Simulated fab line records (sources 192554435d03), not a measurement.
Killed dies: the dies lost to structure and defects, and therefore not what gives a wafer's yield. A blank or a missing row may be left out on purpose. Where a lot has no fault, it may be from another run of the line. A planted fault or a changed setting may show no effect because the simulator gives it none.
fab line records    flow n5Finfet
[record] lots = 6  wafers = 18  lastDay = 18
route steps=1938 shown BEOL_M2@882 PASSIVATION@1936
lots that met no fault: from a run of the same line without faults
startH: hours from the record's first day to the start of the lot's first wafer shown    waitH: hours elapsed since this lot's preceding step    " same as the row above    L1.1+2: several wafers, shown together as one row    - no value, or no start given    * or withheld: withheld    < > ~ a bound
route shown NAME@n: NAME is a module with steps in the file, n the number in the route of the first one    usual: mean/standard deviation of fault-free wafers    same: alike in all rows    chamber/n: place in a boat    sites: each site's reading    _std_site: their standard deviation    _edge_site: the outer-site mean with the inner-site mean subtracted    radiusMm: how far each site lies from the wafer's centre    mask NAME#n: copy n    behind: tool/chamber where the wafer was last shaped    hold: cause of the lot's hold/its duration in hours/its outcome    device: the transistor (n, p or np) that didn't switch    end of line: the tests these same wafers got at the end of their route    where a step has no rows: the recipe by itself    killed: dies lost to structure and defects at the first sort, not the wafer's yield    map: the dies of a wafer, with x for killed, . for not killed, _ for no die there
set.NAME: the setting the step ran with; set.NAME@STEP: the setting that earlier step ran with    model.NAME: the simulator's own value behind a step, which no gauge read
certain route steps with their lots: each step a table, each wafer a row
services: from which hour (startH, from the record's first day; less than 0 if before it) a tool's chamber was out of use, for how many hours, and why
[[steps]]
[step N5_BEOL_M2_ALD_98]
[recipe] material = SiO2  targetThkA = 25  tempC = 100  aldPrecursorFamily = BDEAS  aldCoReactant = O2-plasma  pulseTimeS = 1  coReactantPulseTimeS = 1  purgeTimeS = 2  coReactantPurgeTimeS = 2  aldCycles = 17  pressureTorr = 2
[step N5_BEOL_M2_ETCHBACK_99]
[recipe] chemistry = CHF3  target = SiO2  targetDepthA = 50  timeS = 10.4  sourceW = 215  biasW = 47  Ar_flow_sccm = 200  CHF3_flow_sccm = 12  ionEnergyEv = 100  pressureMtorr = 30
[step N5_BEOL_M2_ETCH_70]
[recipe] chemistry = N2/H2  target = SOC  targetDepthA = 800  overetchA = 240  maskMaterial = SiARC  tempC = 40  timeS = 130  ionEnergyEv = 200  pressureMtorr = 30  sourceW = 840  biasW = 150  n2FlowSccm = 200  h2FlowSccm = 200
[step N5_BEOL_M2_STRIP_71]
[recipe] chemistry = N2/H2  tempC = 40  n2FlowSccm = 200  h2FlowSccm = 200  rfFrequencyHz = 6e+07
[step N5_BEOL_M2_STRIP_78]
[recipe] chemistry = N2/H2  tempC = 40  n2FlowSccm = 200  h2FlowSccm = 200  rfFrequencyHz = 6e+07
[step N5_BEOL_M2_VIA_ETCH_34]
[recipe] chemistry = C4F6/O2  targetDepthA = 694  maskMaterial = SOC  pressureMtorr = 15  ionEnergyEv = 250  taperDeg = 4  timeS = 65.9  sourceW = 350  biasW = 170  Ar_flow_sccm = 300  C4F6_flow_sccm = 10  O2_flow_sccm = 10
[usual] O2_flow_sccm = 9.99/0.033  biasW = 170.1/0.45  drypumpMotorCurrentA = 5.7/0.47  oesProductAu = 0.79/0.091  rfVppV = 671/6.9  showerheadPlenumPTorr = 2.88/0.1  throttleValvePct = 30.71/0.28
lot.wafer  tool        chamber  startH  waitH  O2_flow_sccm  biasW  drypumpMotorCurrentA  oesProductAu  rfHoursCounterH  rfVppV  showerheadPlenumPTorr  throttleValvePct
L510.2     rieDiel-06  0        154.45  0.0    9.99          169.3  5.8                   0.69          223              656     2.80                   31.03
L510.5     "           3        "       "      10.04         169.3  5.7                   0.91          -                675     3.01                   30.66
L510.6     "           2        "       "      9.98          170.0  5.1                   0.73          -                666     2.72                   31.02
L513.2     rieDiel-06  2        168.79  0.0    9.96          170.9  5.1                   0.71          179              666     2.71                   31.02
L513.3     "           1        "       "      9.98          169.6  5.9                   0.67          250              664     2.69                   31.36
L513.5     "           3        "       "      10.01         170.5  5.7                   0.89          -                678     3.01                   30.67
L516.2     rieDiel-06  3        194.40  0.0    9.96          171.0  5.8                   0.87          41               677     3.01                   30.69
L516.3     "           1        "       "      10.05         170.0  5.9                   0.99          4                674     3.02                   31.10
L516.4     "           0        "       "      10.01         170.8  5.8                   0.67          239              654     2.79                   31.04
L520.4     rieDiel-05  0        217.60  0.0    10.03         169.8  5.9                   0.90          39               662     2.77                   30.35
L520.5     "           0        "       "      10.01         170.0  5.9                   0.89          -                662     2.77                   30.34
L520.6     "           1        "       "      9.95          170.5  5.2                   0.81          -                682     2.86                   31.07
L527.2     rieDiel-05  2        264.31  0.0    9.97          169.6  5.5                   0.85          40               670     3.01                   30.58
L527.3     "           3        "       "      9.99          169.5  4.8                   0.68          226              671     2.92                   30.68
L527.5     "           0        "       "      10.01         169.9  5.9                   0.86          -                663     2.77                   30.39
L531.1     rieDiel-06  0        280.10  0.0    9.95          169.5  5.8                   0.93          4                652     2.78                   30.80
L531.5     "           1        "       "      9.96          170.1  5.9                   0.89          -                674     3.01                   31.13
L531.6     "           2        "       "      9.99          170.3  5.1                   0.69          -                664     2.69                   31.07
[step N5_BEOL_M2_STRIP_83]
[recipe] chemistry = C4F6/O2  resist = SiARC  rfFrequencyHz = 6e+07
[step N5_BEOL_M2_STRIP_36]
[recipe] chemistry = N2/H2  powerW = 450  tempC = 40  pressureMtorr = 20  rfFrequencyHz = 6e+07  overashFraction = 0.3  biasPowerW = 7  h2Frac = 0.5  n2FlowSccm = 200  h2FlowSccm = 200
[step N5_BEOL_M2_TRENCH_ETCH_37]
[recipe] chemistry = C4F6/O2  targetDepthA = 555.55  target = SiOC  timeS = 29.2  ionEnergyEv = 250  pressureMtorr = 30  sourceW = 355  biasW = 185  Ar_flow_sccm = 300  C4F6_flow_sccm = 10  O2_flow_sccm = 10
[step N5_BEOL_M2_ETCH_41]
[recipe] chemistry = CH3F/O2  target = SiCN  targetDepthA = 299  taperDeg = 2  timeS = 52.5  ionEnergyEv = 120  maskMaterial = TiN  pressureMtorr = 30  sourceW = 395  biasW = 75  Ar_flow_sccm = 150  CH3F_flow_sccm = 30  O2_flow_sccm = 20
[step N5_BEOL_M2_STRIP_97]
[recipe] chemistry = N2/H2  timeS = 10  powerW = 450  tempC = 40  pressureMtorr = 20  rfFrequencyHz = 6e+07  biasPowerW = 7  n2FlowSccm = 200  h2FlowSccm = 200
[step N5_BEOL_M2_OCD_MEAS_38]
[usual] trenchDepthNm = 55.4/0.94
lot.wafer  tool    chamber  startH  waitH  trenchDepthNm
L510.2     ocd-02  -        154.71  -      54.8
L510.5     "       -        "       "      56.4
L510.6     "       -        "       "      54.1
L513.2     ocd-02  -        169.04  -      55.6
L513.3     "       -        "       "      55.4
L513.5     "       -        "       "      56.9
L516.2     ocd-01  -        194.66  -      56.9
L516.3     "       -        "       "      57.0
L516.4     "       -        "       "      55.1
L520.4     ocd-01  -        217.86  -      56.3
L520.5     "       -        "       "      57.0
L520.6     "       -        "       "      55.4
L527.2     ocd-01  -        264.56  -      55.5
L527.3     "       -        "       "      53.5
L527.5     "       -        "       "      56.4
L531.1     ocd-01  -        280.35  -      55.6
L531.5     "       -        "       "      55.9
L531.6     "       -        "       "      54.5
[step N5_BEOL_M2_HM_STRIP_39]
[recipe] chemistry = peroxideTinStrip  material = TiN  targetDepthA = 250  tempC = 50  timeS = 158
lot.wafer   tool         chamber  startH  waitH
L510.2+5+6  wetBench-06  3,6,7    154.74  0.0
L513.2+3+5  wetBench-03  5,4,1    169.07  0.0
L516.2+3+4  wetBench-03  5,4,0    194.69  0.0
L520.4+5+6  wetBench-01  5,1,0    217.88  0.0
L527.2+3+5  wetBench-06  0,3,1    264.60  0.0
L531.1+5+6  wetBench-06  3,4,0    280.38  0.0
[step N5_BEOL_M2_SRD_40]
[recipe] timeS = 30  tempC = 23  rinseLiquid = diw  dry = ipaMarangoni
[step N5_BEOL_M2_PRECLEAN_42]
[recipe] chemistry = residueRemover  timeS = 60  tempC = 40
[step N5_BEOL_M2_SRD_43]
[recipe] timeS = 30  tempC = 23  rinseLiquid = diw  dry = ipaMarangoni
[step N5_BEOL_M2_CD_MEAS_35]
[recipe] targetCdNm = 18  targetCdYNm = 22.2  polarity = opening
[usual] cdNm = 18.0/0.32
lot.wafer  tool      chamber  startH  waitH  cdNm
L510.2     cdSem-01  -        154.87  0.0    17.4
L510.5     "         -        "       "      17.7
L510.6     "         -        "       "      17.5
L513.2     cdSem-02  -        169.20  0.0    17.8
L513.3     "         -        "       "      18.1
L513.5     "         -        "       "      18.1
L516.2     cdSem-02  -        194.82  0.0    18.9
L516.3     "         -        "       "      17.8
L516.4     "         -        "       "      18.0
L520.4     cdSem-01  -        218.01  0.0    17.8
L520.5     "         -        "       "      18.1
L520.6     "         -        "       "      18.3
L527.2     cdSem-03  -        264.72  0.0    17.7
L527.3     "         -        "       "      18.4
L527.5     "         -        "       "      18.2
L531.1     cdSem-03  -        280.50  0.0    18.4
L531.5     "         -        "       "      18.2
L531.6     "         -        "       "      18.0
[step N5_BEOL_M2_DEGAS_44]
[recipe] ambient = vacuum  tempC = 250  timeS = 60
[usual] heaterPowerW = 315/27
lot.wafer  tool           chamber  startH  waitH  heaterPowerW
L510.2     pvdSputter-02  -        155.08  0.2    286
L510.5     "              -        "       "      372
L510.6     "              -        "       "      325
L513.2     pvdSputter-03  -        169.46  0.3    319
L513.3     "              -        "       "      327
L513.5     "              -        "       "      288
L516.2     pvdSputter-03  -        195.00  0.2    328
L516.3     "              -        "       "      301
L516.4     "              -        "       "      284
L520.4     pvdSputter-01  -        218.05  0.0    351
L520.5     "              -        "       "      270
L520.6     "              -        "       "      309
L527.2     pvdSputter-01  -        265.02  0.3    358
L527.3     "              -        "       "      326
L527.5     "              -        "       "      326
L531.1     pvdSputter-03  -        281.24  0.7    284
L531.5     "              -        "       "      314
L531.6     "              -        "       "      284
[step N5_BEOL_M2_PRE_CLEAN_45]
[recipe] gas = H2/He  timeS = 30  tempC = 250
[step N5_BEOL_M2_ALD_84]
[recipe] material = TaN  targetThkA = *  tempC = 275  aldPrecursorFamily = PDMAT  aldCoReactant = NH3  pressureTorr = 3  carrierFlowSccm = 1500  pulseTimeS = 2  purgeTimeS = 3  coReactantPurgeTimeS = 2  coReactantPulseTimeS = 3  aldCycles = 30  precursorVesselTempC = 75  precursorVesselPressureTorr = 26.25  precursorVesselCarrierSccm = 1000
[step N5_BEOL_M2_SURFACE_TREAT_85]
[recipe] gas = Ar  timeS = *  ionEnergyEv = *  ionCurrentMaCm2 = 0.5  pressureMtorr = *  arFlowSccm = 30
[step N5_BEOL_M2_CVD_47]
[recipe] material = Co  targetThkA = 30  tempC = withheld  precursor = CCTBA/H2  pressureTorr = 30  timeS = 223.8
[step N5_BEOL_M2_SPUTTER_48]
[recipe] material = Cu  targetThkA = 45  tempC = -20  chamberPressurePa = 0.07  powerW = withheld  timeS = 8.29
[usual] throttleValvePct = 30.1/0.79
lot.wafer  tool           chamber  startH  waitH  throttleValvePct
L510.2     pvdSputter-01  -        155.66  0.1    29.2
L510.5     "              -        "       "      30.7
L510.6     "              -        "       "      29.1
L513.2     pvdSputter-01  -        170.31  0.2    30.6
L513.3     "              -        "       "      29.2
L513.5     "              -        "       "      31.7
L516.2     pvdSputter-01  -        195.68  0.1    30.5
L516.3     "              -        "       "      30.1
L516.4     "              -        "       "      29.1
L520.4     pvdSputter-01  -        218.90  0.2    31.6
L520.5     "              -        "       "      30.3
L520.6     "              -        "       "      29.3
L527.2     pvdSputter-03  -        265.64  0.1    30.1
L527.3     "              -        "       "      30.1
L527.5     "              -        "       "      30.8
L531.1     pvdSputter-01  -        281.81  0.1    31.5
L531.5     "              -        "       "      29.2
L531.6     "              -        "       "      30.3
[step N5_BEOL_M2_ANNEAL_49]
[recipe] tempC = 400  timeS = 240  ambient = vacuum
[usual] heaterPowerW = 779/67
lot.wafer  tool           chamber  startH  waitH  heaterPowerW
L510.2     pvdSputter-01  -        155.74  0.0    666
L510.5     "              -        "       "      802
L510.6     "              -        "       "      678
L513.2     pvdSputter-01  -        170.39  0.0    811
L513.3     "              -        "       "      689
L513.5     "              -        "       "      785
L516.2     pvdSputter-01  -        195.76  0.0    827
L516.3     "              -        "       "      876
L516.4     "              -        "       "      690
L520.4     pvdSputter-01  -        218.98  0.0    779
L520.5     "              -        "       "      848
L520.6     "              -        "       "      685
L527.2     pvdSputter-03  -        265.72  0.0    741
L527.3     "              -        "       "      712
L527.5     "              -        "       "      831
L531.1     pvdSputter-01  -        281.89  0.0    814
L531.5     "              -        "       "      677
L531.6     "              -        "       "      848
[step N5_BEOL_M2_SPUTTER_79]
[recipe] material = Cu  targetThkA = 45  tempC = -20  chamberPressurePa = 0.07  powerW = withheld  timeS = 8.29
[step N5_BEOL_M2_ANNEAL_80]
[recipe] tempC = 400  timeS = 240  ambient = vacuum
[step N5_BEOL_M2_SPUTTER_81]
[recipe] material = Cu  targetThkA = 45  tempC = -20  chamberPressurePa = 0.07  powerW = withheld  timeS = 8.29
[step N5_BEOL_M2_ANNEAL_82]
[recipe] tempC = 400  timeS = 240  ambient = vacuum
[step N5_BEOL_M2_SPUTTER_86]
[recipe] material = Cu  targetThkA = 45  tempC = -20  chamberPressurePa = 0.07  powerW = withheld  timeS = 8.29
[step N5_BEOL_M2_ANNEAL_87]
[recipe] tempC = 400  timeS = 240  ambient = vacuum
[usual] heaterPowerW = 778/67
lot.wafer  tool           chamber  startH  waitH  heaterPowerW
L510.2     pvdSputter-01  -        156.40  0.0    662
L510.5     "              -        "       "      793
L510.6     "              -        "       "      672
L513.2     pvdSputter-01  -        171.05  0.0    804
L513.3     "              -        "       "      683
L513.5     "              -        "       "      779
L516.2     pvdSputter-01  -        196.42  0.0    804
L516.3     "              -        "       "      854
L516.4     "              -        "       "      675
L520.4     pvdSputter-01  -        219.64  0.0    800
L520.5     "              -        "       "      875
L520.6     "              -        "       "      686
L527.2     pvdSputter-03  -        266.38  0.0    706
L527.3     "              -        "       "      721
L527.5     "              -        "       "      840
L531.1     pvdSputter-01  -        282.55  0.0    779
L531.5     "              -        "       "      697
L531.6     "              -        "       "      874
[step N5_BEOL_M2_SPUTTER_88]
[recipe] material = Cu  targetThkA = 45  tempC = -20  chamberPressurePa = 0.07  powerW = withheld  timeS = 8.29
[step N5_BEOL_M2_ANNEAL_89]
[recipe] tempC = 400  timeS = 240  ambient = vacuum
[step N5_BEOL_M2_SPUTTER_90]
[recipe] material = Cu  targetThkA = 45  tempC = -20  chamberPressurePa = 0.07  powerW = withheld  timeS = 8.29
[step N5_BEOL_M2_ANNEAL_91]
[recipe] tempC = 400  timeS = 240  ambient = vacuum
[step N5_BEOL_M2_SPUTTER_92]
[recipe] material = Cu  targetThkA = 45  tempC = -20  chamberPressurePa = 0.07  powerW = withheld  timeS = 8.29
[step N5_BEOL_M2_ANNEAL_93]
[recipe] tempC = 400  timeS = 240  ambient = vacuum
[step N5_BEOL_M2_SPUTTER_94]
[recipe] material = Cu  targetThkA = 45  tempC = -20  chamberPressurePa = 0.07  powerW = withheld  timeS = 8.29
[step N5_BEOL_M2_ANNEAL_95]
[recipe] tempC = 400  timeS = 240  ambient = vacuum
[step N5_BEOL_M2_SPUTTER_96]
[recipe] material = Cu  targetThkA = 45  tempC = -20  chamberPressurePa = 0.07  powerW = withheld  timeS = 8.29
[step N5_BEOL_M2_ECD_50]
[recipe] material = Cu  targetThkA = 3000
[step N5_BEOL_M2_ANNEAL_51]
[recipe] tempC = 225  timeS = 90  ambient = N2
[step N5_BEOL_M2_CMP_52]
[recipe] stopOn = SiOC  tOverpolishS = 6.8  downForcePsi = 1  platenRpm = 50  clearingPlatenDownForcePsi = 1.5  clearingPlatenRpm = 50  postCmpClean = cuAlkaline  targetThkNm = 40  clearingPlatenPadVelocityMS = 0.99484  padVelocityMS = 0.99484
[step N5_PASSIVATION_PROBE_49]
[usual] defectLimitedYield = 91.7/1.5  killed_at_M0_to_M3 = 30/8.6  killed_at_M4_up = 12/4.5  killedAtContacts = 13/5.8  killedAtFrontEnd = 38/11  killedAtOther = 4/3  killedDies = 97/17  killedOpen = 63/12  killedShort = 32/8.8  sort_bin_5_function = 4.8/0.91  sort_bin_6_memory = 3.1/0.68  sortNPass = 1083/17  sortYieldPct = 91.7/1.5
[same] grossDies = 1180  killedAtBackSide = 0  sort_bin_4_leakage[%] = 0  sort_bin_8_speed[%] = 0
lot.wafer  tool       chamber  startH  waitH  defectLimitedYield[%]  killed_at_M0_to_M3  killed_at_M4_up  killedAtContacts  killedAtFrontEnd  killedAtOther  killedDies  killedOpen  killedShort  sort_bin_5_function[%]  sort_bin_6_memory[%]  sortNPass  sortYieldPct[%]
L527.2     prober-02  -        391.06  0.1    82.0                   123                 11               10                55                13             212         62          47           11.1                    5.3                   968        82.0
L527.3     prober-02  -        391.11  0.1    85.9                   117                 8                4                 30                7              166         54          20           9.7                     3.4                   1014       85.9
L527.5     prober-02  -        391.21  0.2    82.4                   142                 9                2                 52                3              208         60          23           12.3                    3.8                   972        82.4
L531.1     prober-02  -        421.81  0.0    84.7                   128                 6                19                26                2              181         57          28           9.6                     3.6                   999        84.7
L531.5     prober-02  -        422.01  0.2    83.9                   129                 6                32                17                6              190         54          33           9.1                     4.8                   990        83.9
L531.6     prober-02  -        422.06  0.3    84.1                   133                 5                18                29                3              188         51          30           10.8                    3.3                   992        84.1
// killed by level:class
L527.2 BEOL_M2:unspecified=101 STI_FIN_REVEAL:geometricParticle:open=13 FIN_SAQP:geometricParticle:short=11 FIN_SAQP:geometricParticle:open=9 MOL_CONTACT_COAG:geometricParticle:open=9 STI_FIN_REVEAL:geometricParticle:short=6 BEOL_M3:geometricParticle:open=5 BEOL_M0_SAQP:geometricParticle:short=5
L527.3 BEOL_M2:unspecified=89 FIN_SAQP:geometricParticle:open=8 STI_FIN_REVEAL:geometricParticle:open=6 BEOL_M0_SAQP:geometricParticle:short=6 BEOL_M0_SAQP:geometricParticle:open=6 BEOL_M0:geometricParticle:short=5 BEOL_M2:geometricParticle:open=5 GATE_CUT:geometricParticle:open=4
L527.5 BEOL_M2:unspecified=122 STI_FIN_REVEAL:geometricParticle:open=14 FIN_SAQP:geometricParticle:open=11 BEOL_M0:geometricParticle:open=7 GATE_CUT:geometricParticle:short=5 BEOL_M3:geometricParticle:open=5 FIN_SAQP:geometricParticle:short=4 GATE_CUT:geometricParticle:open=4
L531.1 BEOL_M2:unspecified=94 MOL_CONTACT_COAG:geometricParticle:open=14 BEOL_M0_SAQP:geometricParticle:open=11 FIN_SAQP:geometricParticle:open=9 BEOL_M0_SAQP:geometricParticle:short=8 BEOL_M2:geometricParticle:open=6 FIN_SAQP:geometricParticle:short=5 BEOL_M1:geometricParticle:open=5
L531.5 BEOL_M2:unspecified=100 MOL_CONTACT_COAG:geometricParticle:open=27 BEOL_M0_SAQP:geometricParticle:open=7 BEOL_M1:geometricParticle:open=7 BEOL_M0_SAQP:geometricParticle:short=6 MOL_CONTACT_COAG:geometricParticle:short=5 GATE_CUT:geometricParticle:short=4 BEOL_M3:geometricParticle:open=4
L531.6 BEOL_M2:unspecified=103 MOL_CONTACT_COAG:geometricParticle:open=14 BEOL_M0_SAQP:geometricParticle:short=13 STI_FIN_REVEAL:geometricParticle:open=7 BEOL_M1:geometricParticle:open=7 STARTING-WAFER:geometricParticle:short=6 BEOL_M0_SAQP:geometricParticle:open=4 BEOL_M2:geometricParticle:open=4
// map L527.2 (x killed, . not)
_________________......x.x...________________
______________.................._____________
___________.....x............xx....__________
__________..........x.......x.xx...._________
________......x...x..................._______
_______.......x.......x....x...........______
______x......x..........x..x...........x_____
_____.....................x.......x......____
____..x........................x..........___
___.........x....x......x....x.x..xxxxxxx..__
___....x....x.....................xxxxxxxx.__
__x..........xxx..x....x..........xxxxxxxx.x_
__........x.x......x.......x.....xxxxxxxxxxx_
_..............x....x...........xxxxxxxxxxxxx
_.................x...x.....xx...xxxxxxxxxxxx
_..x......x......x...x.........xxxxxxxxxxxxx.
_..x.............x...............x.xxxxxxxxxx
_...............x.......x......xx.xxx.xxx.xx.
_..x.....x.........x...x.............xxxx..x.
_.....xx...........x..x............xx...x.xx.
_...............................x....x....x..
__..........x.............x......x.........._
__.x.........x.....x......xx....x.x......x.._
___x..................x...................x__
___x...............x.......x.......x.....x.__
____...xx........x............x.....x.....___
_____...........x....xx....x.............____
______....x.........x..x.......x.....xx._____
_______.........xx.....................______
________.........................x...x_______
__________........................x._________
___________x.......................__________
______________................xx_____________
_________________.....x......________________
// map L531.5 (x killed, . not)
_________________...x....xx.x________________
______________..x......x.xxxxxxx_____________
___________............x.xxxxxxxxxx__________
__________......x.....xxxxxxxxxxxxxx_________
________............x...xxxxxxxxxxx.xx_______
_______x.....x........xxxxxxxxxxxxxx...______
______................xxxx.xxxxxxxx.x..x_____
_____...x.x.............xxxxxxxxxx.xx..x.____
____.........x.....x......xxxxxx..x.x.....___
___.......................x..xxxxx...x.....__
___..........x..............x..x.....x.....__
__..x.x...............x......x......x......._
__....x......................x.........x...._
_x.x...........x.........x..........x........
_...........x.....x........x.............x...
_.................x..........................
_.......................................xx...
_.....................x........x..x..........
_.....xx......xx......x...........x...x......
_..x.....................x..........x........
_.....x.....................x..x..x...x......
__x...........................x............._
__............x.........xx.................._
___..................x.....................__
___....x.......x.x..x......................__
____......x.....x..x..................x...___
_____.....................x......x...x...____
______......x.......x..................._____
_______.............xx............x....______
________..x........x.................._______
__________....................x....._________
___________...x......x............x__________
______________xx...x..xx........_____________
_________________............________________
[[services]]
tool         chamber  startH  hours  kind
rieDiel-06   1        170.03  -      clean
rieDiel-06   1        170.03  -      consumableReplace:focusRing
rieDiel-06   1        170.03  -      consumableReplace:showerhead
rieDiel-06   1        170.03  12.2   scheduledDown
rieDiel-06   1        170.03  12.2   ventCycle
wetBench-06  -        187.69  1.9    pm
rieDiel-06   0        200.31  15.8   repair
rieDiel-06   0        247.37  -      clean
rieDiel-06   0        247.37  -      consumableReplace:focusRing
rieDiel-06   0        247.37  23.0   scheduledDown
rieDiel-06   0        247.37  23.0   ventCycle
[[key]]
[firstSign] step = N5_PASSIVATION_PROBE_49  reading = killed_at_M0_to_M3  direction = up  sigmas = 11  usual = 30  struck = 129
[effect] step = N5_PASSIVATION_PROBE_49  reading = defectLimitedYield  direction = down  sigmas = 5.4  usual = 91.7  struck = 83.8
[moreKillsBornAt] N5_BEOL_M2_HM_STRIP_39@wetBench-06 = 609
metAt N5_BEOL_M2_HM_STRIP_39
struckWafers L527.2,L527.3,L527.5,L531.1,L531.5,L531.6
onsetBetween 154.74 264.60
alsoFits time
[fault] kind = chamberParticleSource  tool = wetBench-06  chamber = -  onsetH = 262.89  steps = N5_BEOL_M2_HM_STRIP_39  ratePerVisitCm2 = 0.67223  endH = 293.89
